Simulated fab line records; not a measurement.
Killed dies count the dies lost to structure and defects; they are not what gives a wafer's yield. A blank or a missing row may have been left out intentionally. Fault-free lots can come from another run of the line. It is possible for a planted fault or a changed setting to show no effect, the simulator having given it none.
Chamber matching :: flow nandHarc :: NHARC_A_CHANNEL_FILL_D2_ALD_25 on aldHk-03 has 4 sister chambers
The step deposits SiOx, target thk 60 nm, pulse time 10 s, ald cycles 600. 8 wafers are shown with their chamber, then 10 later ones without.

== WAFERS WITH THEIR CHAMBER ==
wafer: L083.5
chamber: 2
heaterPowerW (W): 452
precursorPulseHeightRel: 0.962

wafer: L086.2
chamber: 0
heaterPowerW (W): 498
precursorPulseHeightRel: 1.021

wafer: L086.3
chamber: 1
heaterPowerW (W): 491
precursorPulseHeightRel: 0.961

wafer: L087.4
chamber: 3
heaterPowerW (W): 561
precursorPulseHeightRel: 0.980

wafer: L087.5
chamber: 3
heaterPowerW (W): 559
precursorPulseHeightRel: 1.022

wafer: L087.6
chamber: 0
heaterPowerW (W): 495
precursorPulseHeightRel: 0.992

wafer: L089.3
chamber: 1
heaterPowerW (W): 478
precursorPulseHeightRel: 1.025

wafer: L089.5
chamber: 2
heaterPowerW (W): 491
precursorPulseHeightRel: 1.017

== WAFERS WITH NO CHAMBER GIVEN ==
wafer: L089.6
heaterPowerW (W): 495
precursorPulseHeightRel: 1.039

wafer: L090.1
heaterPowerW (W): 577
precursorPulseHeightRel: 1.021

wafer: L090.3
heaterPowerW (W): 484
precursorPulseHeightRel: 1.006

wafer: L090.5
heaterPowerW (W): 479
precursorPulseHeightRel: 0.999

wafer: L092.1
heaterPowerW (W): 466
precursorPulseHeightRel: 1.002

wafer: L092.4
heaterPowerW (W): 487
precursorPulseHeightRel: 0.975

wafer: L092.2
heaterPowerW (W): 478
precursorPulseHeightRel: 0.997

wafer: L095.1
heaterPowerW (W): 487
precursorPulseHeightRel: 1.003

wafer: L095.2
heaterPowerW (W): 571
precursorPulseHeightRel: 1.006

wafer: L095.5
heaterPowerW (W): 478
precursorPulseHeightRel: 1.012

== WHICH CHAMBER EACH WENT THROUGH ==
wafer: L089.6
from the rows above: can't be placed: 0 or 1 or 2
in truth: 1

wafer: L090.1
from the rows above: 3
in truth: 3

wafer: L090.3
from the rows above: can't be placed: 1 or 0 or 2
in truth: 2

wafer: L090.5
from the rows above: can't be placed: 1 or 2 or 0
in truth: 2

wafer: L092.1
from the rows above: can't be placed: 2 or 1 or 0
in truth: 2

wafer: L092.4
from the rows above: can't be placed: 1 or 0 or 2
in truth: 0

wafer: L092.2
from the rows above: can't be placed: 1 or 2 or 0
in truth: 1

wafer: L095.1
from the rows above: can't be placed: 1 or 0 or 2
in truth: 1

wafer: L095.2
from the rows above: 3
in truth: 3

wafer: L095.5
from the rows above: can't be placed: 1 or 2 or 0
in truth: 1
Correct placement for 2 of the 10. These rows do not allow placing 8 (true chamber among the candidates in 8). 0 placed wrongly.
How it was worked out, from the rows above alone: a wafer's distance from a chamber is the root of the sum, over the readings, of the square of ((its reading less the chamber's mean) divided by the reading's scatter). If the next closest chamber is less than 2 further off than the closest, the wafer can't be placed; otherwise it belongs to the closest. Each chamber's mean is taken over the wafers shown for it. The scatter: take each reading less its chamber's mean, square it, sum over the shown wafers, divide by the number of wafers less the number of chambers, and take the root.
